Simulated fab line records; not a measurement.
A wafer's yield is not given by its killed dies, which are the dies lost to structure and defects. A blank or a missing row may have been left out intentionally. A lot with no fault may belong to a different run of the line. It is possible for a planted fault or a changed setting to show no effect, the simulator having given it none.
Matching of chambers :: flow nand harc :: ald metal-01 running NHARC_A_CONTACT_ALD_18: 4 sister chambers
The step deposits TiN, target thk 3 nm, pulse time 1 s, ald cycles 150. 4 wafers are shown with their chamber, then 8 later ones without.

== WAFERS, EACH WITH ITS CHAMBER ==
wafer: L086.1
chamber: 2
heater power w (W): 1056

wafer: L086.2
chamber: 1
heater power w (W): 1088

wafer: L086.3
chamber: 0
heater power w (W): 919

wafer: L086.4
chamber: 3
heater power w (W): 1200

== WAFERS WITH NO CHAMBER GIVEN ==
wafer: L086.5
heater power w (W): 1184

wafer: L086.6
heater power w (W): 923

wafer: L085.2
heater power w (W): 1078

wafer: L085.3
heater power w (W): 912

wafer: L085.4
heater power w (W): 1189

wafer: L096.1
heater power w (W): 1100

wafer: L096.5
heater power w (W): 1123

wafer: L096.6
heater power w (W): 1018

== WHICH CHAMBER EACH WENT THROUGH ==
wafer: L086.5
from the rows above: 3
in truth: 3

wafer: L086.6
from the rows above: 0
in truth: 0

wafer: L085.2
from the rows above: can't be placed: 1 or 2
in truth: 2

wafer: L085.3
from the rows above: 0
in truth: 0

wafer: L085.4
from the rows above: 3
in truth: 3

wafer: L096.1
from the rows above: can't be placed: 1 or 2
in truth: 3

wafer: L096.5
from the rows above: can't be placed: 1 or 2
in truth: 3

wafer: L096.6
from the rows above: can't be placed: 2 or 1
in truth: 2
4 of 8 placed correctly. These rows do not allow placing 4 (true chamber among the candidates in 2). Placed wrongly: 0.
How it was worked out, from the rows above alone: a wafer's distance from a chamber is the root of the sum, over the readings, of the square of ((its reading less the chamber's mean) divided by the reading's scatter). If the next closest chamber is less than 2 further off than the closest, the wafer can't be placed; otherwise it belongs to the closest. The mean given for a chamber averages the wafers shown for that chamber. The scatter (one wafer shown for each chamber): square how far every hidden wafer sits from the nearest shown wafer, average those squares and take the square root.
